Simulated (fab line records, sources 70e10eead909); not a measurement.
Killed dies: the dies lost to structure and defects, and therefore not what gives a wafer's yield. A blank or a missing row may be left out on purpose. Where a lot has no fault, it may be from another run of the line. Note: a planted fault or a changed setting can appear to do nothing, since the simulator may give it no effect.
What tool caused it?    flow nand harc    Sampling: 24 lots, 72 wafers, 6 of 1302 route steps

WHAT EACH GAUGE READ, for each wafer
The record holds no reading of a measuring or inspecting step that can be judged against a usual standard deviation.

EACH LOT AND THE TOOL THAT RAN IT (in order: tool; ch and the chambers of the sampled wafers; start)
lot   NHARC_A_STAIRCASE_STRIP_254           NHARC_A_STAIRCASE_ETCH_273                     NHARC_A_STAIRCASE_ETCH_292          NHARC_A_STAIRCASE_HM_DEP_462   NHARC_A_STAIRCASE_DEP_151        NHARC_A_STAIRCASE_DEP_322
L075  plasma asher-02 ch 0,1, day 16 07:35  rie diel-06 ch 0,1, day 16 18:24 or earlier    rie diel-06 ch 1,2,3, day 16 18:24  acl dep-02 ch 0, day 17 01:24  pecvd-01 ch 1,2, day 17 19:09    pecvd-03 ch 0,1,2, day 18 02:59
L074  plasma asher-01 ch 0, day 16 15:41    rie diel-09 ch 0,1,3, day 17 06:08 or earlier  rie diel-13 ch 2,3, day 17 06:08    acl dep-03 ch 0, day 17 08:18  pecvd-01 ch 0,2, day 18 07:41    pecvd-02 ch 0,1,2, day 18 15:28
L076  plasma asher-01 ch 0,1, day 17 03:01  rie diel-09 ch 0,3, day 17 13:02 or earlier    rie diel-13 ch 1,2, day 17 13:02    acl dep-01 ch 0, day 17 16:59  pecvd-01 ch 0,1, day 18 13:10    pecvd-02 ch 0,1,2, day 18 22:47
L077  plasma asher-02 ch 0,1, day 17 10:37  rie diel-13 ch 0,2,3, day 17 21:35 or earlier  rie diel-06 ch 1,2, day 17 21:35    acl dep-03 ch 0, day 18 00:08  pecvd-02 ch 0,1, day 18 17:41    pecvd-01 ch 0,1, day 18 22:49
L079  plasma asher-01 ch 0,1, day 18 01:02  rie diel-06 ch 0,2, day 18 11:41 or earlier    rie diel-09 ch 0,1,3, day 18 11:41  acl dep-01 ch 0, day 18 14:54  pecvd-02 ch 0,2, day 19 08:49    pecvd-01 ch 0,1, day 19 16:02
L078  plasma asher-02 ch 0,1, day 18 05:53  rie diel-06 ch 2,3, day 18 17:28 or earlier    rie diel-13 ch 0,2,3, day 18 17:28  acl dep-01 ch 0, day 18 19:59  pecvd-03 ch 0,2, day 19 16:16    pecvd-02 ch 0,1,2, day 20 02:19
L081  plasma asher-01 ch 0,1, day 19 06:13  rie diel-09 ch 1,2,3, day 19 15:41 or earlier  rie diel-06 ch 0,1,2, day 19 15:41  acl dep-03 ch 0, day 19 21:31  pecvd-03 ch 1,2, day 20 12:52    pecvd-01 ch 0,1, day 20 21:01
L080  plasma asher-01 ch 0,1, day 19 06:45  rie diel-13 ch 0,1,3, day 19 16:34 or earlier  rie diel-09 ch 0,1,2, day 19 16:34  acl dep-02 ch 0, day 19 19:13  pecvd-02 ch 0,1,2, day 20 13:01  pecvd-02 ch 0,1,2, day 20 21:01
L082  plasma asher-02 ch 0,1, day 19 20:23  rie diel-13 ch 0,3, day 20 08:16 or earlier    rie diel-06 ch 1,2, day 20 08:16    acl dep-02 ch 0, day 20 13:55  pecvd-01 ch 0,1, day 21 06:59    pecvd-02 ch 0,1, day 21 14:43
L083  plasma asher-02 ch 0,1, day 20 04:43  rie diel-09 ch 1,2,3, day 20 18:36 or earlier  rie diel-06 ch 0,1,2, day 20 18:36  acl dep-02 ch 0, day 20 20:50  pecvd-01 ch 0,1, day 21 15:56    pecvd-03 ch 1,2, day 22 00:54
L084  plasma asher-01 ch 0,1, day 20 14:37  rie diel-09 ch 0,2,3, day 21 01:58 or earlier  rie diel-13 ch 0,2, day 21 01:58    acl dep-01 ch 0, day 21 06:29  pecvd-02 ch 0,2, day 22 00:26    pecvd-02 ch 0,2, day 22 08:22
L085  plasma asher-01 ch 0,1, day 20 20:19  rie diel-06 ch 0,1,2, day 21 08:17 or earlier  rie diel-09 ch 0,2,3, day 21 08:17  acl dep-02 ch 0, day 21 11:35  pecvd-03 ch 0,1,2, day 22 08:01  pecvd-01 ch 0,1,2, day 22 15:08
L086  plasma asher-02 ch 0,1, day 21 01:48  rie diel-13 ch 0,1,2, day 21 12:40 or earlier  rie diel-09 ch 0,2,3, day 21 12:40  acl dep-02 ch 0, day 21 15:40  pecvd-01 ch 0,1, day 22 08:01    pecvd-02 ch 0,1,2, day 22 15:13
L089  plasma asher-02 ch 0,1, day 22 03:01  rie diel-06 ch 1,2,3, day 22 13:16 or earlier  rie diel-09 ch 0,1,2, day 22 13:16  acl dep-03 ch 0, day 22 17:29  pecvd-03 ch 0,2, day 23 11:26    pecvd-02 ch 0,2, day 23 19:55
L088  plasma asher-01 ch 0,1, day 22 03:50  rie diel-13 ch 0,1,3, day 22 14:04 or earlier  rie diel-06 ch 1,2,3, day 22 14:04  acl dep-01 ch 0, day 22 17:54  pecvd-02 ch 0,2, day 23 11:32    pecvd-01 ch 1,2, day 23 19:55
L087  plasma asher-02 ch 0,1, day 22 16:14  rie diel-06 ch 2,3, day 23 04:32 or earlier    rie diel-09 ch 0,1,3, day 23 04:32  acl dep-01 ch 0, day 23 07:14  pecvd-02 ch 1,2, day 24 01:58    pecvd-02 ch 0,1,2, day 24 09:19
L090  plasma asher-02 ch 0,1, day 22 23:31  rie diel-13 ch 2,3, day 23 09:02 or earlier    rie diel-13 ch 2,3, day 23 09:02    acl dep-01 ch 0, day 23 11:32  pecvd-02 ch 1,2, day 24 06:20    pecvd-02 ch 0,1,2, day 24 15:22
L091  plasma asher-02 ch 0,1, day 23 13:33  rie diel-13 ch 1,2, day 23 23:08 or earlier    rie diel-13 ch 2,3, day 23 23:08    acl dep-02 ch 0, day 24 05:19  pecvd-03 ch 0,2, day 24 23:51    pecvd-01 ch 0,1,2, day 25 12:11
L092  plasma asher-01 ch 0,1, day 23 22:51  rie diel-06 ch 0,1,2, day 24 13:45 or earlier  rie diel-09 ch 0,1,3, day 24 13:45  acl dep-01 ch 0, day 24 18:16  pecvd-03 ch 0,1,2, day 25 11:59  pecvd-01 ch 0,2, day 25 22:45
L094  plasma asher-02 ch 0, day 24 17:45    rie diel-13 ch 1,2,3, day 25 03:37 or earlier  rie diel-13 ch 0,3, day 25 03:37    acl dep-01 ch 0, day 25 06:05  pecvd-03 ch 0,2, day 25 23:44    pecvd-01 ch 0,1, day 26 09:44
L093  plasma asher-02 ch 0,1, day 24 21:15  rie diel-06 ch 0,1, day 25 06:51 or earlier    rie diel-06 ch 0,1,2, day 25 06:51  acl dep-03 ch 0, day 25 10:40  pecvd-03 ch 0,1,2, day 26 04:32  pecvd-02 ch 0,2, day 26 09:44
L095  plasma asher-01 ch 0,1, day 24 23:04  rie diel-09 ch 1,2, day 25 10:34 or earlier    rie diel-13 ch 0,1, day 25 10:34    acl dep-03 ch 0, day 25 14:22  pecvd-03 ch 0,1, day 26 09:05    pecvd-01 ch 0,2, day 26 17:40
L097  plasma asher-02 ch 0,1, day 25 12:19  rie diel-13 ch 0,1,2, day 26 00:12 or earlier  rie diel-06 ch 1,2,3, day 26 00:12  acl dep-01 ch 0, day 26 02:21  pecvd-02 ch 0,1,2, day 26 21:35  pecvd-02 ch 0,1,2, day 27 05:36
L096  plasma asher-01 ch 0,1, day 25 14:16  rie diel-09 ch 0,1, day 26 01:56 or earlier    rie diel-06 ch 0,1,3, day 26 01:56  acl dep-03 ch 0, day 26 04:46  pecvd-01 ch 1,2, day 26 21:35    pecvd-03 ch 0,2, day 27 05:42
- NHARC_A_STAIRCASE_STRIP_254: strips in O2.
- NHARC_A_STAIRCASE_ETCH_273: etches the open film in C4F8/O2/Ar, target depth 10200 nm, time 2468.6 s.
- NHARC_A_STAIRCASE_ETCH_292: etches the open film in CF4/CHF3.
- NHARC_A_STAIRCASE_HM_DEP_462: deposits aC, target thk 800 nm.
- NHARC_A_STAIRCASE_DEP_151: deposits SiO2, target thk 7200 nm.
- NHARC_A_STAIRCASE_DEP_322: deposits SiO2, target thk 7200 nm.

WHAT THE TOOLS THEMSELVES READ (means of the sampled wafers that have a number; where no wafer has one, the mark that the record gives instead)
NHARC_A_STAIRCASE_STRIP_254.
lot   tool             drypump motor current A (A)  heater power w (W)
L075  plasma asher-02  5.9                          342
L074  plasma asher-01  5.2                          374
L076  plasma asher-01  4.9                          360
L077  plasma asher-02  5.9                          341
L079  plasma asher-01  5.1                          365
L078  plasma asher-02  5.9                          349
L081  plasma asher-01  4.9                          359
L080  plasma asher-01  5.1                          366
L082  plasma asher-02  5.9                          374
L083  plasma asher-02  5.9                          351
L084  plasma asher-01  5.1                          372
L085  plasma asher-01  5.1                          363
L086  plasma asher-02  5.9                          365
L089  plasma asher-02  5.9                          368
L088  plasma asher-01  4.9                          363
L087  plasma asher-02  5.9                          376
L090  plasma asher-02  5.9                          349
L091  plasma asher-02  5.9                          353
L092  plasma asher-01  4.9                          356
L094  plasma asher-02  5.8                          389
L093  plasma asher-02  5.9                          375
L095  plasma asher-01  5.1                          358
L097  plasma asher-02  5.8                          373
L096  plasma asher-01  5.1                          353

NHARC_A_STAIRCASE_ETCH_273.
lot   tool         chamber pressure mTorr (mTorr)  oes product au (a.u.)  rf vpp V (V)
L075  rie diel-06  24.983                          0.938                  1837
L074  rie diel-09  24.992                          0.917                  1831
L076  rie diel-09  24.994                          0.933                  1830
L077  rie diel-13  24.982                          0.937                  1840
L079  rie diel-06  25.008                          0.938                  1819
L078  rie diel-06  25.014                          0.920                  1817
L081  rie diel-09  25.012                          0.936                  1818
L080  rie diel-13  24.993                          0.929                  1839
L082  rie diel-13  25.003                          0.937                  1838
L083  rie diel-09  25.013                          0.945                  1818
L084  rie diel-09  24.993                          0.937                  1823
L085  rie diel-06  24.998                          0.939                  1827
L086  rie diel-13  24.997                          0.939                  1835
L089  rie diel-06  24.981                          0.948                  1824
L088  rie diel-13  25.018                          0.956                  1838
L087  rie diel-06  24.999                          0.915                  1811
L090  rie diel-13  25.008                          0.946                  1838
L091  rie diel-13  25.001                          0.949                  1834
L092  rie diel-06  25.008                          0.949                  1827
L094  rie diel-13  25.015                          0.935                  1837
L093  rie diel-06  25.030                          0.941                  1834
L095  rie diel-09  25.007                          0.944                  1830
L097  rie diel-13  24.983                          0.942                  1833
L096  rie diel-09  25.000                          0.943                  1828

NHARC_A_STAIRCASE_ETCH_292.
lot   tool         cf4 flow sccm (sccm)  chamber pressure mTorr (mTorr)  drypump motor current A (A)  oes product au (a.u.)  rf vpp V (V)  showerhead plenum p Torr (Torr)  throttle valve pct (%)
L075  rie diel-06  99.87                 25.008                          5.2                          0.926                  370.0         1.57                             16.798
L074  rie diel-13  99.96                 24.997                          5.7                          0.924                  373.9         1.68                             16.811
L076  rie diel-13  99.96                 25.008                          5.7                          0.972                  372.9         1.63                             16.796
L077  rie diel-06  100.20                24.973                          5.5                          0.947                  373.1         1.64                             16.801
L079  rie diel-09  99.93                 25.006                          5.7                          0.917                  371.3         1.60                             16.801
L078  rie diel-13  99.98                 24.995                          5.8                          0.967                  372.4         1.65                             16.791
L081  rie diel-06  99.62                 24.994                          5.6                          0.930                  370.8         1.58                             16.805
L080  rie diel-09  99.93                 25.014                          5.6                          0.961                  370.6         1.57                             16.804
L082  rie diel-06  100.19                24.987                          5.5                          0.934                  370.8         1.58                             16.798
L083  rie diel-06  100.01                24.986                          5.6                          0.931                  369.8         1.58                             16.814
L084  rie diel-13  99.98                 25.000                          5.6                          0.926                  372.7         1.62                             16.810
L085  rie diel-09  99.77                 24.990                          5.3                          0.923                  368.6         1.56                             16.809
L086  rie diel-09  100.21                25.005                          5.3                          0.924                  370.7         1.55                             16.806
L089  rie diel-09  99.87                 25.016                          5.6                          0.956                  373.1         1.64                             16.805
L088  rie diel-06  100.05                25.010                          5.2                          0.931                  370.3         1.56                             16.806
L087  rie diel-09  99.97                 24.995                          5.7                          0.915                  371.3         1.59                             16.802
L090  rie diel-13  99.97                 25.016                          5.7                          0.915                  373.6         1.66                             16.800
L091  rie diel-13  99.99                 25.030                          5.7                          0.919                  373.8         1.66                             16.806
L092  rie diel-09  99.99                 25.019                          5.7                          0.922                  370.8         1.59                             16.798
L094  rie diel-13  99.99                 24.988                          5.9                          0.941                  373.7         1.66                             16.793
L093  rie diel-06  100.07                25.000                          5.7                          0.929                  370.3         1.57                             16.805
L095  rie diel-13  100.22                25.012                          6.1                          0.991                  372.6         1.61                             16.804
L097  rie diel-06  100.01                25.000                          5.3                          0.920                  369.5         1.55                             16.802
L096  rie diel-06  100.01                25.006                          5.4                          0.920                  369.9         1.55                             16.807

NHARC_A_STAIRCASE_HM_DEP_462.
lot   tool        throttle valve pct (%)
L075  acl dep-02  34.995
L074  acl dep-03  35.006
L076  acl dep-01  34.999
L077  acl dep-03  35.000
L079  acl dep-01  35.000
L078  acl dep-01  34.999
L081  acl dep-03  34.997
L080  acl dep-02  34.995
L082  acl dep-02  34.989
L083  acl dep-02  34.996
L084  acl dep-01  34.998
L085  acl dep-02  35.001
L086  acl dep-02  35.002
L089  acl dep-03  35.010
L088  acl dep-01  35.003
L087  acl dep-01  35.004
L090  acl dep-01  34.999
L091  acl dep-02  35.001
L092  acl dep-01  34.994
L094  acl dep-01  35.001
L093  acl dep-03  35.000
L095  acl dep-03  35.000
L097  acl dep-01  34.999
L096  acl dep-03  34.996

NHARC_A_STAIRCASE_DEP_151.
lot   tool      heater power outer w (W)  heater power w (W)
L075  pecvd-01  354                       608
L074  pecvd-01  390                       658
L076  pecvd-01  382                       660
L077  pecvd-02  408                       676
L079  pecvd-02  344                       598
L078  pecvd-03  378                       705
L081  pecvd-03  408                       709
L080  pecvd-02  331                       572
L082  pecvd-01  352                       612
L083  pecvd-01  390                       670
L084  pecvd-02  315                       566
L085  pecvd-03  348                       643
L086  pecvd-01  390                       675
L089  pecvd-03  368                       702
L088  pecvd-02  356                       621
L087  pecvd-02  351                       577
L090  pecvd-02  310                       547
L091  pecvd-03  361                       668
L092  pecvd-03  331                       621
L094  pecvd-03  336                       662
L093  pecvd-03  361                       657
L095  pecvd-03  357                       661
L097  pecvd-02  377                       624
L096  pecvd-01  381                       647

NHARC_A_STAIRCASE_DEP_322.
lot   tool      heater power outer w (W)  heater power w (W)
L075  pecvd-03  406                       710
L074  pecvd-02  341                       584
L076  pecvd-02  361                       615
L077  pecvd-01  399                       684
L079  pecvd-01  414                       703
L078  pecvd-02  353                       605
L081  pecvd-01  401                       675
L080  pecvd-02  388                       643
L082  pecvd-02  393                       652
L083  pecvd-03  407                       699
L084  pecvd-02  333                       578
L085  pecvd-01  422                       714
L086  pecvd-02  362                       602
L089  pecvd-02  337                       597
L088  pecvd-01  369                       643
L087  pecvd-02  369                       620
L090  pecvd-02  363                       608
L091  pecvd-01  353                       620
L092  pecvd-01  356                       620
L094  pecvd-01  376                       648
L093  pecvd-02  336                       586
L095  pecvd-01  394                       656
L097  pecvd-02  347                       585
L096  pecvd-03  303                       594

THE ANSWER, worked out from the rows above alone
Rule: the usual values come from the lots themselves. Put in order of their means at a reading, lots are off if they are a third of the lots or fewer, leave a main group of 4 or more, and stand apart from it by a gap of 3 or more times the standard deviation of the main group's means; of several such gaps the widest counts. A main group is skipped when, at the precision printed for the reading in the tables above, its means are all equal. A lot without any number at a reading at which 4 lots or more have one is off too. The other lots that the step has rows for count as sound. After the gauges, taken in route order, come the tools' own readings; for these a lot's mean is taken, as printed above. The first step at which some lot is off is used, and at that step the reading that is off furthest; a lot without a number counts as furthest.
None of the lots is off at any reading shown; this tells nothing.

WHAT THE SIMULATOR HAD PUT IN
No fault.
